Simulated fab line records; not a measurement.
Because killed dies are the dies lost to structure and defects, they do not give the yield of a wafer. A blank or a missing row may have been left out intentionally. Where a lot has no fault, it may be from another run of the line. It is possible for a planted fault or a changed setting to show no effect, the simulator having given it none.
Struck lot and sound lot, side by side | flow nandHarc | 16 out of 1302 route steps
Sound: the wafers L773.2, L773.5, L773.6. Struck: wafers L779.1, L779.4, L779.6. Last of all comes the cause.
At each step with rows: each side's tool, then ch and its chambers, then its first start. Under that, the readings that differ: sound wafers | struck wafers | difference of the means | sigmas: that difference in standard deviations of wafers without a fault.
alike: readings whose means differ by less than 2 such deviations, and words and numbers that are the same on both sides. not compared: withheld readings, readings that some wafer has no value for, bounds like >300 that may hide the same value, and numbers for which the record gives no deviation and whose values overlap.
Wherever a step has rows on one side only, a row that says differs or no value, or a row with sigmas, the two part there. When numbers do not overlap yet have no deviation, they are printed without sigmas and do not part them. A reading missing from all wafers of one side parts the sides only when that side holds two or more wafers.

first, 1 step without rows for these wafers: NHARC_P_M2_PRE_CLEAN_30 (time 30 s).
NHARC_P_M2_PVD_20: deposits TaN, target thk 5 nm, time 8.06 s.
  sound on pvdSputter-01; struck on pvdSputter-02
reading                | sound                   | struck                  | difference | sigmas
chamberPressurePa (Pa) | 0.12015 0.12068 0.12033 | 0.11997 0.11965 0.11982 | -0.00057   | -2
throttleValvePct (%)   | 30.7 30.9 31.0          | 27.7 29.3 29.0          | -2.2       | -2
NHARC_P_M2_PVD_21: deposits Cu, target thk 30 nm, time 20.49 s.
  sound on pvdSputter-01; struck on pvdSputter-02
reading              | sound          | struck         | difference | sigmas
throttleValvePct (%) | 30.9 31.0 30.8 | 29.2 27.6 30.0 | -2.0       | -2
  alike: chamberPressurePa
then, 1 step without rows for these wafers: NHARC_P_M2_ECD_22 (material Cu, target thk 400 nm).
NHARC_P_M2_ANNEAL_31: time 90 s.
  sound on rtpAnneal-02 ch 0, day 7 12:14; struck on rtpAnneal-01 ch 0, day 9 20:28
  alike: wafer_temp_C_max
then, 1 step without rows for these wafers: NHARC_P_M2_CMP_23 (polishes, t overpolish 20 s, target thk 144.3 nm).
NHARC_P_M2_THK_MEAS_24: measures by xrf.
  sound on filmMetro-01 at day 7 12:50; struck on filmMetro-01 at day 9 21:08
  alike: thkNm
then, 1 step without rows for these wafers: NHARC_P_M2_SRD_25.
NHARC_P_M2_INSPECT_27:
  sound on defectInspect-02 at day 7 13:01; struck on defectInspect-02 at day 9 21:17
  alike: rawDefectCount
NHARC_P_M2_PRE_CLEAN_32: time 12 s.
  sound on pecvd-02 ch 0,1, day 7 13:06; struck on pecvd-04 ch 0,1, day 9 21:22
  alike: heaterPowerW
  not compared: sinceWetCleanH
then, 1 step without rows for these wafers: NHARC_P_M2_DEP_33 (deposits SiCN, target thk 30 nm).
NHARC_P_BONDPAD_DEP_00: deposits SiCN, target thk 250 nm.
  sound on pecvd-03 ch 0,2, day 7 13:35; struck on pecvd-02 ch 0,1,2, day 9 22:27
  alike: heaterPowerW
  not compared: sinceWetCleanH
NHARC_P_BONDPAD_CMP_32: polishes SiCN, target thk 200 nm.
  sound on cmp-02 ch 0,1, day 7 13:59; struck on cmp-03 ch 2,3, day 9 23:08
  alike: motorCurrentA
NHARC_P_BONDPAD_THK_MEAS_33: measures by ellipsometry.
  sound on filmMetro-01 at day 7 14:14; struck on filmMetro-01 at day 9 23:32
  alike: thkNm
then, 1 step without rows for these wafers: NHARC_P_BONDPAD_SRD_34.
-- the record jumps here: 18 days lie between the struck wafers' starts before and after (it left off in module P_BONDPAD and takes up again in module END, whose first step shown is number 1302 of the route) --
NHARC_END_SORT_01:
  sound on prober-02 ch 0, day 26 08:30; struck on prober-01 ch 0, day 28 09:14
reading            | sound       | struck      | difference | sigmas
killedAtArray      | 44 41 40    | 70 68 109   | +41        | +2
killedDies         | 55 48 49    | 75 73 112   | +36        | +2
sort_bin_2_pct (%) | 3.1 1.5 3.0 | 3.4 3.8 7.7 | +2.4       | +2
sortNPass          | 622 629 628 | 602 604 565 | -36        | -2
  alike: defectLimitedYield, killedAtOther, killedAtPeriphery, killedOpen, killedShort, sort_bin_3_pct, sort_bin_4_pct, sortRimYieldPct, sortYieldPct

## WHERE THEY PART
Earliest at NHARC_P_M2_PVD_20; latest, in this record, at NHARC_END_SORT_01.

WHY: what the simulator had put in
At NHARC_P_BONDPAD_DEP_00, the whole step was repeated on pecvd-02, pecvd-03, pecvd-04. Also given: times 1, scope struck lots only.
